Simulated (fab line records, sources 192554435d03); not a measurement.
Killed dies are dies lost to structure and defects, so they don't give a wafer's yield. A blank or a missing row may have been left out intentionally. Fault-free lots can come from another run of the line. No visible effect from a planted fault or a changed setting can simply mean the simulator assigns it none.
A lot that was struck, set against a sound lot    flow n5Finfet    16 steps out of a route of 1938
Sound: wafers L247.1, L247.2, L247.6. Wafers struck: L252.1, L252.2, L252.4. The cause is named last.
Per side, at each step with rows, come the tool, then ch with its chambers, and then its first start. Under that, the readings that differ: sound wafers    struck wafers    difference of the means    sigmas: that difference in standard deviations of wafers without a fault.
alike: a reading whose means differ by less than 2 such deviations, as well as words and numbers matching on both sides. not compared: withheld readings; readings where some wafer has no value; bounds like >300 that might hide an equal value; numbers whose values overlap and for which the record gives no deviation.
A row with sigmas, a row that says differs or no value, or rows on one side alone: a step with any of these is where the two part. Non-overlapping numbers with no deviation appear without sigmas and do not part them. A reading missing from all wafers of one side parts the sides only when that side holds two or more wafers.

first, 4 steps without rows for these wafers: N5_BEOL_M3_HM_STRIP_39 (strips TiN in peroxide tin strip, target depth 25 nm, time 158 s); N5_BEOL_M3_SRD_40 (time 30 s); N5_BEOL_M3_PRECLEAN_42 (cleans in residue remover, time 60 s); N5_BEOL_M3_SRD_43 (time 30 s).
N5_BEOL_M3_CD_MEAS_35: target cd 18 nm, target cd y 21 nm.
  sound on cdSem-01 at day 8 17:13; struck on cdSem-02 at day 10 05:24
  alike: cdNm
N5_BEOL_M3_DEGAS_44: time 60 s.
  sound on pvdSputter-01 at day 8 17:20; struck on pvdSputter-01 at day 10 05:40
  alike: heaterPowerW
then, 1 step without rows for these wafers: N5_BEOL_M3_PRE_CLEAN_45 (time 30 s).
N5_BEOL_M3_ALD_84: deposits TaN, pulse time 2 s, purge time 3 s, co reactant purge time 2 s.
  sound on aldMetal-04 ch 0,2,3, day 8 17:28; struck on aldMetal-03 ch 0,2,3, day 10 05:46
  alike: heaterPowerW
N5_BEOL_M3_SURFACE_TREAT_85:
  sound on pvdSputter-01 at day 8 17:41; struck on pvdSputter-01 at day 10 06:02
  not compared: throttleValvePct
then, 1 step without rows for these wafers: N5_BEOL_M3_CVD_47 (deposits Co from CCTBA/H2, target thk 3 nm, time 223.8 s).
N5_BEOL_M3_SPUTTER_48: material Cu, target thk 4.5 nm, time 8.29 s.
  sound on pvdSputter-01 at day 8 17:56; struck on pvdSputter-01 at day 10 06:19
  alike: chamberPressurePa, chuckGasFlowSccm, throttleValvePct
N5_BEOL_M3_ANNEAL_49: time 240 s.
  sound on pvdSputter-01 at day 8 18:01; struck on pvdSputter-01 at day 10 06:24
  alike: heaterPowerW, susceptor_temp_C_max
N5_BEOL_M3_SPUTTER_79: material Cu, target thk 4.5 nm, time 8.29 s.
  sound on pvdSputter-01 at day 8 18:09; struck on pvdSputter-01 at day 10 06:32
  no value came back on the struck wafers for chamberPressurePa (Pa), chuckGasFlowSccm (sccm), throttleValvePct (%); on the sound wafers chamberPressurePa (Pa) reads 0.07004 0.07013 0.06993
then, 1 step without rows for these wafers: N5_BEOL_M3_ANNEAL_80 (time 240 s).
N5_BEOL_M4_RC_MEAS_101:
  sound on prober-01 ch 0, day 9 12:46; struck on prober-01 ch 0, day 10 22:22
  alike: DIBL_N, DIBL_P, IOFF_N, IOFF_P, ION_N, ION_P, SS_N, SS_P, VT_N, VT_P
-- a jump in the record: the struck wafers' starts before and after are 4 days apart (it breaks off in module BEOL_M4 and resumes in module PASSIVATION, where the first step shown is number 1936 of the route) --
N5_PASSIVATION_PROBE_49:
  sound on prober-01 at day 13 19:11; struck on prober-02 at day 15 01:16
reading             sound  struck    difference  sigmas
killed_at_M0_to_M3  64     35 39 41  -26         -3
killedShort         52     32 37 37  -17         -2
  alike: defectLimitedYield, killed_at_M4_up, killedAtContacts, killedAtFrontEnd, killedAtOther, killedDies, killedOpen, sort_bin_5_function, sort_bin_6_memory, sortNPass, sortYieldPct

== WHERE THEY PART ==
At N5_BEOL_M3_SPUTTER_79 first; at N5_PASSIVATION_PROBE_49 last (within this record only).

WHY: what the simulator had put in
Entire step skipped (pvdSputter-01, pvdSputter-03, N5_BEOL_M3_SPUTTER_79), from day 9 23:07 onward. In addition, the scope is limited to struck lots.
